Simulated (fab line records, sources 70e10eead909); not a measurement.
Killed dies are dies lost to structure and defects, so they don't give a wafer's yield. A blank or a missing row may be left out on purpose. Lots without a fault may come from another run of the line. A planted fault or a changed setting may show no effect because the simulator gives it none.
fab line records | flow nand_harc | part 2 of 2: steps 25 to 33 of 33
record lots=5 wafers=15 last_day=32
route steps=1302 shown A_SGD_CUT@894 A_SLIT@922
lots that met no fault: from a run of the same line without faults
start_h: hours from the record's first day to the start of the lot's first wafer shown | wait_h: hours since the lot's step before | " the same as in the row above | L1.1+2: a row that stands for several wafers | - no value, or no start given | * or withheld: withheld | < > ~ a bound
route shown NAME@n: a module of which the file shows steps, and the number in the route of the first | usual: mean/standard deviation of fault-free wafers | same: alike in all rows | chamber/n: place in a boat | sites: the reading at each site | _std_site: their standard deviation | _edge_site: outer sites' mean less inner sites' | radius_mm: how far each site lies from the wafer's centre | mask NAME#n: copy n | behind: the tool/chamber that last shaped the wafer | hold: why the lot was held/for how many hours/how that ended | device: the transistor (n, p or np) that didn't switch | end of line: the same wafers' tests at the end of the route | a step without rows: its recipe alone | killed: dies lost to structure and defects at the first sort, not the wafer's yield | map: a wafer's dies, x killed, . not, _ none there
set.NAME: the setting as run; set.NAME@STEP: as run at that earlier step | model.NAME: the simulator's own value behind a step, which no gauge read
lots at some steps of the route; a table a step, a row a wafer
services: from which hour (start_h, from the record's first day; less than 0 if before it) a tool's chamber was out of use, for how many hours, and why
## steps
# step NHARC_A_SGD_CUT_ETCH_26
# recipe target_depth_a=458 chemistry=dHF material=SiO2
# columns lot.wafer tool chamber start_h wait_h
L075.1+3+4 wet_bench-07 3,4,6 454.89 0.0
L079.2+5+4 wet_bench-06 5,0,1 473.56 0.0
L083.6+5+2 wet_bench-07 0,1,4 540.70 0.0
L084.2+5+6 wet_bench-06 4,5,6 540.71 0.0
L096.4+1+2 wet_bench-07 7,0,1 640.01 0.0
# step NHARC_A_SGD_CUT_ETCHBACK_24
# recipe target_depth_a=500 over_etch_frac=0.3 time_s=92.857 ion_energy_ev=120 ch3f_flow_sccm=50 o2_flow_sccm=30 ar_flow_sccm=200 rf_w=500 bias_w=100 chemistry=CH3F/O2
# usual drypump_motor_current_A=5.8/0.35 oes_product_au=0.97/0.036 rf_vpp_V=243.7/1.7 showerhead_plenum_p_Torr=2.41/0.11 throttle_valve_pct=20.664/0.0087
# same time_s=92.857
# columns lot.wafer tool chamber start_h wait_h drypump_motor_current_A oes_product_au rf_hours_counter_h rf_vpp_V showerhead_plenum_p_Torr throttle_valve_pct
L075.3 rie_diel-10 2 455.04 0.1 5.9 1.00 3 242.3 2.33 20.666
L075.4 " 3 " " 5.4 0.99 2 241.6 2.31 20.674
L075.1 " 0 " " 5.8 0.96 3 243.0 2.37 20.667
L079.2 rie_diel-13 1 473.71 0.1 6.2 0.92 5 247.5 2.59 20.675
L079.4 " 3 " " 5.7 0.94 6 243.0 2.41 20.652
L079.5 " 2 " " 5.4 0.92 - 246.5 2.63 20.663
L084.2 rie_diel-10 3 540.87 0.2 5.4 1.02 11 241.4 2.31 20.664
L084.5 " 2 " " 5.9 1.00 - 241.1 2.33 20.658
L084.6 " 3 " " 5.4 1.01 - 242.4 2.31 20.673
L083.2 rie_diel-13 0 540.90 0.2 5.3 1.00 1 242.2 2.29 20.678
L083.5 " 2 " " 5.4 0.99 - 248.9 2.63 20.661
L083.6 " 3 " " 5.7 1.00 - 243.2 2.41 20.654
L096.4 rie_diel-10 2 640.18 0.2 5.9 1.02 4 242.4 2.33 20.645
L096.2 " 3 " " 5.4 1.01 4 241.4 2.30 20.666
L096.1 " 0 " " 5.8 1.02 4 243.4 2.36 20.660
# step NHARC_A_SGD_CUT_STRIP_28
# recipe time_s=20 o2_flow_sccm=500 ar_flow_sccm=0 bias_w=0 chemistry=O2
# usual drypump_motor_current_A=5.8/0.36 oes_product_au=1.000/0.013 rf_vpp_V=57.6/0.94 showerhead_plenum_p_Torr=3.45/0.15 throttle_valve_pct=17.036/0.0087
# same time_s=20
# columns lot.wafer tool chamber start_h wait_h drypump_motor_current_A oes_product_au rf_hours_counter_h rf_vpp_V showerhead_plenum_p_Torr throttle_valve_pct
L075.1 rie_diel-10 3 - - 5.4 1.016 2 57.7 3.32 17.039
L075.3 " 0 " " 5.8 0.976 3 56.4 3.40 17.030
L075.4 " 1 " " 6.4 1.000 3 56.9 3.42 17.023
L079.2 rie_diel-13 1 - - 6.2 0.997 5 57.8 3.70 17.022
L079.4 " 2 " " 5.4 1.003 6 57.4 3.77 17.041
L079.5 " 0 " " 5.3 1.006 - 57.7 3.30 17.025
L084.2 rie_diel-10 3 - - 5.4 1.012 11 57.6 3.32 17.033
L084.5 " 1 " " 6.4 0.994 - 57.1 3.42 17.024
L084.6 " 2 " " 5.9 1.008 - 56.7 3.35 17.038
L083.2 rie_diel-13 2 541.03 0.1 5.4 0.996 1 59.5 3.77 17.043
L083.5 " 2 " " 5.4 0.993 - 58.4 3.77 17.038
L083.6 " 3 " " 5.7 1.012 - 58.5 3.46 17.020
L096.2 rie_diel-10 2 - - 5.9 1.009 4 57.7 3.34 17.034
L096.4 " 3 " " 5.4 1.002 4 56.4 3.31 17.030
L096.1 " 0 " " 5.8 1.012 4 57.6 3.39 17.042
# step NHARC_A_SGD_CUT_INSPECT_25
# usual raw_defect_count=381/85
# columns lot.wafer tool chamber start_h wait_h raw_defect_count
L075.1 defect_inspect-02 - 455.28 - 536
L075.3 " - " " 526
L075.4 " - " " 477
L079.2 defect_inspect-02 - 473.95 - 365
L079.4 " - " " 252
L079.5 " - " " 290
L084.2 defect_inspect-01 - 541.10 - 426
L084.5 " - " " 553
L084.6 " - " " 513
L083.2 defect_inspect-02 - 541.14 - 378
L083.5 " - " " 287
L083.6 " - " " 345
L096.1 defect_inspect-02 - 640.41 - 236
L096.2 " - " " 303
L096.4 " - " " 272
# step NHARC_A_SLIT_DEP_25
# recipe target_thk_a=2000 temp_c=400 pressure_torr=6.5 rf_w=900 teos_flow_sccm=161.4 flow_sccm=2650 target_thk_nm=200 gas=O2 material=SiO2
# usual heater_power_w=557/100 mfc_precursor_sccm=161.4/0.45 throttle_valve_pct=15.7/0.54
# columns lot.wafer tool chamber start_h wait_h heater_power_w mfc_precursor_sccm throttle_valve_pct
L075.1 pecvd-01 0 455.35 0.1 469 160.8 15.2
L075.3 " 1 " " 639 160.8 15.3
L075.4 " 2 " " 654 161.5 15.8
L079.2 pecvd-03 0 474.02 0.1 434 161.0 16.4
L079.5 " 1 " " 540 161.0 15.7
L079.4 " 2 " " 659 162.0 15.5
L083.2 pecvd-03 0 541.20 0.1 353 161.3 16.7
L083.6 " 0 " " 386 161.5 16.5
L083.5 " 2 " " 673 161.6 16.0
L084.2 pecvd-01 1 541.21 0.1 663 161.6 15.7
L084.6 " 0 " " 467 161.3 15.1
L084.5 " 2 " " 574 161.1 16.0
L096.2 pecvd-03 0 640.73 0.3 389 162.0 15.6
L096.1 " 1 " " 525 161.7 15.8
L096.4 " 0 " " 399 161.2 15.7
# step NHARC_A_SLIT_DEP_00
# recipe target_thk_a=62000 temp_c=400 material=aC
# usual throttle_valve_pct=35.000/0.0095
# columns lot.wafer tool chamber start_h wait_h throttle_valve_pct
L075.1 acl_dep-01 0 455.69 - 35.001
L075.3 " 0 456.98 - 34.980
L075.4 " 0 " " 35.005
L079.2 acl_dep-01 0 475.27 - 35.010
L079.4 " 0 476.54 - 34.980
L079.5 " 0 " " 35.010
L084.2 acl_dep-01 0 542.14 - 34.996
L084.5 " 0 544.06 - 34.999
L084.6 " 0 " " 35.004
L083.2 acl_dep-02 0 542.26 - 34.995
L083.5 " 0 544.12 - 35.001
L083.6 " 0 " " 34.986
L096.1 acl_dep-02 0 642.23 - 35.012
L096.2 " 0 " " 35.005
L096.4 " 0 644.14 - 35.004
# step NHARC_A_SLIT_DEP_23
# recipe target_thk_a=1000 target_thk_nm=100 temp_c=400 pressure_torr=3.5 flow_sccm=200 rf_w=350 material=SiON
# usual heater_power_w=750/96
# columns lot.wafer tool chamber start_h wait_h heater_power_w
L075.1 pecvd-03 2 459.68 3.3 843
L075.3 " 0 " " 605
L075.4 " 1 " " 711
L079.2 pecvd-04 0 478.52 2.6 687
L079.5 " 1 " " 779
L079.4 " 2 " " 859
L084.2 pecvd-03 2 545.38 2.6 869
L084.5 " 2 " " 856
L084.6 " 0 " " 590
L083.2 pecvd-04 1 545.44 2.6 741
L083.5 " 0 " " 599
L083.6 " 1 " " 744
L096.2 pecvd-04 0 646.07 2.6 688
L096.1 " 2 " " 845
L096.4 " 1 " " 690
# step NHARC_A_SLIT_DEHYDRATE_01
# recipe temp_c=150 time_s=120
# usual plate_temp_C=150.00/0.16
# same time_s=120
# columns lot.wafer tool chamber start_h wait_h plate_temp_C
L075.1 litho_track-06 0 459.93 0.2 150.05
L075.3 " 0 " " 150.12
L075.4 " 0 " " 149.85
L079.2 litho_track-01 0 478.76 0.2 150.13
L079.4 " 0 " " 150.03
L079.5 " 0 " " 149.87
L084.2 litho_track-06 0 545.62 0.2 149.91
L084.5 " 0 " " 149.92
L084.6 " 0 " " 149.84
L083.2 litho_track-04 0 545.66 0.2 149.92
L083.5 " 0 " " 149.87
L083.6 " 0 " " 149.69
L096.1 litho_track-04 0 646.34 0.2 149.99
L096.2 " 0 " " 150.12
L096.4 " 0 " " 150.16
# step NHARC_A_SLIT_HMDS_02
# recipe time_s=30
# same time_s=30
# columns lot.wafer tool chamber start_h wait_h
L075.1+3+4 litho_track-06 0 - -
L079.2+4+5 litho_track-01 0 - -
L084.2+5+6 litho_track-06 0 - -
L083.2+5+6 litho_track-04 0 - -
L096.1+2+4 litho_track-04 0 - -
## services
# columns tool chamber start_h hours kind
rie_diel-07 1 429.36 5.2 repair
rie_diel-13 0 438.46 9.6 repair
pecvd-04 - 450.12 13.0 pm
rie_diel-07 3 451.11 4.0 repair
fcvd-01 1 455.92 180.6 repair
rie_diel-07 - 471.20 9.0 pm
pecvd-03 1 479.31 8.4 repair
rie_diel-07 0 482.90 14.2 repair
rie_diel-07 - 485.61 0.4 repair
pecvd-04 - 501.22 1.2 repair
pecvd-03 0 504.16 5.4 repair
litho_track-01 - 505.01 7.0 pm
wet_bench-07 - 512.02 8.0 pm
rie_diel-13 - 519.02 9.0 pm
litho_track-06 - 529.00 7.0 pm
rie_diel-07 - 534.36 0.2 repair
rie_diel-13 1 539.41 3.0 repair
wet_bench-06 - 545.60 8.0 pm
fcvd-01 - 547.00 13.0 pm
pecvd-03 - 547.93 13.0 pm
litho_track-04 - 553.00 7.0 pm
furnace-02 - 569.54 26.0 pm
rie_diel-10 - 596.65 9.0 pm
pecvd-03 - 625.09 0.6 repair
